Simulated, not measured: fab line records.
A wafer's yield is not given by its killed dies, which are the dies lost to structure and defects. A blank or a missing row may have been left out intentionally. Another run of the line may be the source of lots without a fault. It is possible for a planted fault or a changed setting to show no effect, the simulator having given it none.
Code-filled problem report in 8D (eight disciplines) form -- flow n5-finfet -- the parts of the form that need people (team, actions taken, sign-off) are left out

== 1. THE ISSUE ==
Mean of susceptor-temp-C at N5_DUMMY_GATE_CVD_03: 509.93 C across 6 wafers in 2 lots; on wafers with no fault it is 529.98 C (standard deviation 0.21). Measured from the usual mean, that is -96 standard deviations.
The step: deposits a-Si from SiH4, target thk 150 nm, time 8042 s.
The first sign was on wafer L404.1 at day 7 07:35, on lpcvd-01. The record has a number at this step for 42 wafers belonging to 14 lots. The rule behind "out" and "out of limits": a value lying over 4 standard deviations away from the usual mean. All remaining wafers that have a number are taken as sound.

== 2. WHAT IT IS AND WHAT IT IS NOT ==
question,is,is not
which readings at this step,"susceptor-temp-C, spike-tc-bottom-C, spike-tc-centre-C, spike-tc-lower-C, spike-tc-top-C, spike-tc-upper-C",-
which lots,"L404, L405","L385, L386, L387, L390, L391, L392, L393, L394, L395, L396, L407, L408"
which wafers of those lots,all that have a number,-
read on which tools,lpcvd-01,lpcvd-02
when,from day 7 07:35,"up to then (30 sound wafers); but 6 sound wafers of L407, L408 came after"

== 3. WHAT RULES OUT EACH SUSPECT ==
Counting: any tool at a process step up to the reading is kept as a suspect provided that every lot that is out went through it and no sound lot did after the first of them.
- plasma-asher-02 at N5_STI_FIN_REVEAL_OXIDATION_33 (chemistry O2 PLASMA REMOTE, time 20 s): ruled out as a lasting fault. Following L404 (day 7 06:53), the first lot on it that is out, the sound lots L407, L408 were run on it.
- lpcvd-01 at N5_DUMMY_GATE_CVD_03 (deposits a-Si from SiH4, target thk 150 nm, time 8042 s): ruled out as a lasting fault. Following L404 (day 7 07:35), the first lot on it that is out, the sound lots L407, L408 were run on it.
Left after counting: nothing in the record.

== 4. THE CAUSE (what the simulator had put in) ==
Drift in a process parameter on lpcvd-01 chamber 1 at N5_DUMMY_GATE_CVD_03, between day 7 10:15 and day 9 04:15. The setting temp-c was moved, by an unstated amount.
Counting ruled it out, wrongly.

== 5. THE CHAIN OF EFFECTS, in route order ==
One row per reading whose mean, taken over the struck wafers that have a number, lies over 3 standard deviations from the usual. Only readings whose record carries a usual standard deviation are examined. hours: median over the lots of the time between each lot's start at the first step of this table that gives one and its start at this step. sigmas: the change, counted in usual standard deviations.
hours,step,reading,usual,on struck wafers,change,sigmas
0,N5_DUMMY_GATE_CVD_03,spike-tc-bottom-C,555 C,531,-24,-6.9
0,N5_DUMMY_GATE_CVD_03,spike-tc-centre-C,529.9 C,510.5,-19.4,-40
0,N5_DUMMY_GATE_CVD_03,spike-tc-lower-C,530.4 C,510.8,-19.6,-20
0,N5_DUMMY_GATE_CVD_03,spike-tc-top-C,552.8 C,535.5,-17.3,-10
0,N5_DUMMY_GATE_CVD_03,spike-tc-upper-C,529.6 C,509.6,-20.0,-21
0,N5_DUMMY_GATE_CVD_03,susceptor-temp-C,529.98 C,509.93,-20.06,-96
4,N5_DUMMY_GATE_CMP_04,time-to-endpoint-s,13.8 s,2.0,-11.8,-4.9
The process steps in it:
- N5_DUMMY_GATE_CVD_03: deposits a-Si from SiH4, target thk 150 nm, time 8042 s.
- N5_DUMMY_GATE_CMP_04: polishes a-Si.

== 6. WHAT WOULD HAVE CAUGHT IT SOONER ==
In this record the first reading out of limits was taken at day 7 07:35.
